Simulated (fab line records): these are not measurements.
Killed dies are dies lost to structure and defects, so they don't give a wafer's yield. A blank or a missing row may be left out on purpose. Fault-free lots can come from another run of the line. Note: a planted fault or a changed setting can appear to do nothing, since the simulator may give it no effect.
Matching of chambers / flow n5-finfet / 4 sister chambers for N5_BEOL_M5_ETCH_75 on rie-diel-02
The step etches underlayer in N2/H2, target depth 6.5 nm, time 5.2 s. 4 wafers are shown with their chamber, then 8 later ones without.

WAFERS, EACH WITH ITS CHAMBER
wafer=L074.4; chamber=0; showerhead-plenum-p-Torr (Torr)=2.60
wafer=L091.3; chamber=1; showerhead-plenum-p-Torr (Torr)=2.53
wafer=L091.5; chamber=2; showerhead-plenum-p-Torr (Torr)=2.53
wafer=L092.1; chamber=3; showerhead-plenum-p-Torr (Torr)=2.71

WAFERS WITH NO CHAMBER GIVEN
wafer=L092.2; showerhead-plenum-p-Torr (Torr)=2.53
wafer=L092.5; showerhead-plenum-p-Torr (Torr)=2.53
wafer=L095.1; showerhead-plenum-p-Torr (Torr)=2.52
wafer=L095.4; showerhead-plenum-p-Torr (Torr)=2.70
wafer=L095.6; showerhead-plenum-p-Torr (Torr)=2.53
wafer=L097.1; showerhead-plenum-p-Torr (Torr)=2.70
wafer=L097.2; showerhead-plenum-p-Torr (Torr)=2.53
wafer=L097.5; showerhead-plenum-p-Torr (Torr)=2.70

WHICH CHAMBER EACH ONE RAN IN
wafer=L092.2; from the rows above=can't be placed: 1 or 2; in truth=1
wafer=L092.5; from the rows above=can't be placed: 1 or 2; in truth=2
wafer=L095.1; from the rows above=can't be placed: 1 or 2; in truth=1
wafer=L095.4; from the rows above=3; in truth=3
wafer=L095.6; from the rows above=can't be placed: 1 or 2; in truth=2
wafer=L097.1; from the rows above=3; in truth=3
wafer=L097.2; from the rows above=can't be placed: 1 or 2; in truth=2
wafer=L097.5; from the rows above=3; in truth=3
Placed correctly: 3 of 8. From these rows, 5 cannot be placed; in 5 the true chamber is one of the candidates. Placed wrongly: 0.
How it was worked out, from the rows above alone: a wafer's distance from a chamber is the root of the sum, over the readings, of the square of ((its reading less the chamber's mean) divided by the reading's scatter). If the next closest chamber is less than 2 further off than the closest, the wafer can't be placed; otherwise it belongs to the closest. Each chamber's mean is taken over the wafers shown for it. The scatter (one wafer shown for each chamber): square how far every hidden wafer sits from the nearest shown wafer, average those squares and take the square root.
